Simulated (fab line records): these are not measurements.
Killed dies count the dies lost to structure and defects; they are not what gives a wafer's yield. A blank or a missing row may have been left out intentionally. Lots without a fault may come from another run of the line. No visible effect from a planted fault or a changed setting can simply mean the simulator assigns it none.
One fault seen from 2 desks | flow n5-finfet | only its own numbers are on each desk; what lay behind them is given at the end

AT THE METROLOGY DESK
What the gauges read, lot by lot, whatever tool the lot ran on: means of the sampled wafers that have a number. The brackets show how far a lot's mean lies from the usual mean; more than 4 standard deviations puts the lot out of limits, marked OUT. Shown here are 7 of its 10 readings, the ones lying furthest out on some lot.
Columns: A = DIBL_P at N5_BEOL_M4_RC_MEAS_101, usual 36.3 mV/V; B = IOFF_N at N5_BEOL_M4_RC_MEAS_101, usual 0.16 nA/um; C = IOFF_P at N5_BEOL_M4_RC_MEAS_101, usual 0.21 nA/um; D = ION_N at N5_BEOL_M4_RC_MEAS_101, usual 678 uA/um; E = ION_P at N5_BEOL_M4_RC_MEAS_101, usual 465 uA/um; F = VT_N at N5_BEOL_M4_RC_MEAS_101, usual 249 mV; G = VT_P at N5_BEOL_M4_RC_MEAS_101, usual -250.0 mV
lot  | first seen here | A    | B    | C    | D   | E   | F   | G
L718 | day 7 18:09     | 35.0 | 0.14 | 0.23 | 659 | 468 | 254 | -245.4
L719 | day 8 10:25     | 36.9 | 0.19 | 0.25 | 684 | 471 | 245 | -247.7
L726 | day 10 17:14    | 38.9 | 0.17 | 0.20 | 674 | 454 | 251 | -253.8
L728 | day 10 23:13    | 35.8 | 0.16 | 0.22 | 685 | 462 | 246 | -250.9
L730 | day 11 16:26    | 40.2 | 0.24 | 0.30 | 701 | 480 | 244 | -246.4
L734 | day 12 19:57    | 34.1 | 0.13 | 0.16 | 668 | 456 | 250 | -255.4
L733 | day 12 21:02    | 38.6 | 0.21 | 0.25 | 692 | 467 | 245 | -247.7
L735 | day 13 11:09    | 35.7 | 0.15 | 0.20 | 664 | 464 | 252 | -249.8
L737 | day 13 20:16    | 35.2 | 0.14 | 0.20 | 675 | 464 | 250 | -249.8
L740 | day 14 13:26    | 39.0 | 0.21 | 0.27 | 693 | 470 | 244 | -246.3
Result from this desk: across the 10 lots, nothing is out of limits.

THE TOOL OWNER'S DESK: rie-diel-06
The tool's own readings at N5_MOL_CONTACT_COAG_ETCH_90 (etches SiARC in CF4, target depth 13 nm, time 21.7 s): means of the sampled wafers that have a number, for each lot that ran on this tool. The brackets show how far a lot's mean lies from the usual mean; more than 4 standard deviations puts the lot out of limits, marked OUT.
Columns: A = drypump-motor-current-A at N5_MOL_CONTACT_COAG_ETCH_90, usual 5.7 A; B = etch-rf-on-time-s at N5_MOL_CONTACT_COAG_ETCH_90, usual 21.7 s; C = oes-product-au at N5_MOL_CONTACT_COAG_ETCH_90, usual 0.66 a.u.; D = rf-fwd-power-W at N5_MOL_CONTACT_COAG_ETCH_90, usual 531.5 W; E = rf-vpp-V at N5_MOL_CONTACT_COAG_ETCH_90, usual 184.4 V; F = showerhead-plenum-p-Torr at N5_MOL_CONTACT_COAG_ETCH_90, usual 2.17 Torr; G = throttle-valve-pct at N5_MOL_CONTACT_COAG_ETCH_90, usual 15.68 %
lot  | first seen here | A   | B              | C    | D     | E     | F    | G
L719 | day 5 15:17     | 5.7 | 22.5           | 0.59 | 530.8 | 184.1 | 2.11 | 15.75
L726 | day 7 04:00     | 6.0 | 28.8 (+11) OUT | 0.73 | 535.7 | 184.2 | 2.19 | 15.25
L728 | day 7 18:47     | 5.7 | 21.6           | 0.78 | 533.2 | 185.8 | 2.19 | 15.24
L740 | day 10 20:23    | 5.4 | 22.0           | 0.62 | 531.9 | 184.0 | 2.09 | 15.68
This desk finds L726 out of limits, L726 being first, at day 7 04:00 (etch-rf-on-time-s at N5_MOL_CONTACT_COAG_ETCH_90). In limits: L719, L728, L740.

TAKEN TOGETHER
On L726, at day 7 04:00, an alarm was possible from the tool owner's desk.
From the metrology desk's view, nothing was out of limits.
The metrology desk holds a record of L726, inside its limits.
The lots listed all ran N5_MOL_CONTACT_COAG_ETCH_90 on rie-diel-06.

WHAT HAD BEEN PUT IN BY THE SIMULATOR
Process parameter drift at N5_MOL_CONTACT_COAG_ETCH_90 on rie-diel-06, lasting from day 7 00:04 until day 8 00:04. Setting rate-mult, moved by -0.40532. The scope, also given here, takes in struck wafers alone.
Shown lots that were struck: L726.
Time in hours from fault onset to the first out-of-limits reading at each desk: the tool owner's desk, 4.
